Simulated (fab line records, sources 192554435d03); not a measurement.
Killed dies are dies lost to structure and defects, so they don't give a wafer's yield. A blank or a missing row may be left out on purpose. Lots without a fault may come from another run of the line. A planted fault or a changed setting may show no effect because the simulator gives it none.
Chamber matching | flow n5_finfet | N5_BEOL_M0_SAQP_ETCH_88 on rie_diel-01: 4 sister chambers
The step etches underlayer in N2/H2, target depth 6.5 nm, time 5.2 s. 18 wafers are shown with their chamber, then 9 later ones without.

WAFERS WITH THEIR CHAMBER
wafer  | chamber | showerhead_plenum_p_Torr (Torr) | etch_rf_on_time_s (s) | oes_product_au (a.u.)
L074.1 | 3       | 2.53                            | 5.17                  | 0.64
L074.4 | 0       | 2.59                            | 4.92                  | 0.84
L074.6 | 3       | 2.53                            | 5.17                  | 0.64
L077.2 | 0       | 2.59                            | 4.90                  | 0.82
L077.3 | 1       | 2.68                            | 5.08                  | 0.78
L077.5 | 2       | 2.65                            | 5.29                  | 0.62
L078.1 | 0       | 2.59                            | 4.87                  | 0.82
L078.2 | 3       | 2.53                            | 5.22                  | 0.63
L078.3 | 2       | 2.65                            | 5.33                  | 0.61
L079.3 | 0       | 2.59                            | 4.92                  | 0.81
L079.4 | 2       | 2.65                            | 5.35                  | 0.61
L079.5 | 1       | 2.68                            | 5.12                  | 0.74
L087.2 | 2       | 2.64                            | 5.31                  | 0.60
L087.4 | 0       | 2.58                            | 4.90                  | 0.78
L087.5 | 3       | 2.52                            | 5.17                  | 0.63
L088.3 | 1       | 2.67                            | 5.14                  | 0.74
L088.4 | 0       | 2.58                            | 4.95                  | 0.78
L088.5 | 3       | 2.52                            | 5.23                  | 0.62

SIGNATURES (means of the wafers above)
reading                  | chamber 0 | chamber 1 | chamber 2 | chamber 3 | scatter within a chamber
showerhead_plenum_p_Torr | 2.5867    | 2.6767    | 2.6475    | 2.5260    | 0.00531
etch_rf_on_time_s        | 4.9100    | 5.1133    | 5.3200    | 5.1920    | 0.0282
oes_product_au           | 0.8083    | 0.7533    | 0.6100    | 0.6320    | 0.0178
Rule: a wafer's distance from a chamber is the root of the sum, over the readings, of the square of ((its reading less the chamber's mean) divided by the reading's scatter). The wafer belongs to the nearest chamber; if the next one is less than 2 further off, it can't be placed. The scatter: the root of (the sum of the squares of (reading less its chamber's mean) over the shown wafers, divided by (wafers less chambers)).

WAFERS WITHOUT THEIR CHAMBER
wafer  | showerhead_plenum_p_Torr (Torr) | etch_rf_on_time_s (s) | oes_product_au (a.u.)
L091.3 | 2.64                            | 5.33                  | 0.60
L091.4 | 2.67                            | 5.13                  | 0.73
L091.5 | 2.64                            | 5.32                  | 0.61
L094.1 | 2.51                            | 5.19                  | 0.61
L094.4 | 2.58                            | 4.92                  | 0.76
L094.5 | 2.58                            | 4.96                  | 0.76
L095.1 | 2.63                            | 5.36                  | 0.60
L095.4 | 2.58                            | 5.02                  | 0.75
L095.6 | 2.63                            | 5.28                  | 0.59

WHICH CHAMBER EACH WENT THROUGH
wafer  | from the rows above | in truth
L091.3 | 2                   | 2
L091.4 | 1                   | 1
L091.5 | 2                   | 2
L094.1 | 3                   | 3
L094.4 | 0                   | 0
L094.5 | 0                   | 0
L095.1 | 2                   | 2
L095.4 | 0                   | 0
L095.6 | 2                   | 2
Placed correctly: 9 of 9. Can't be placed from these rows: 0. Placed wrongly: 0.
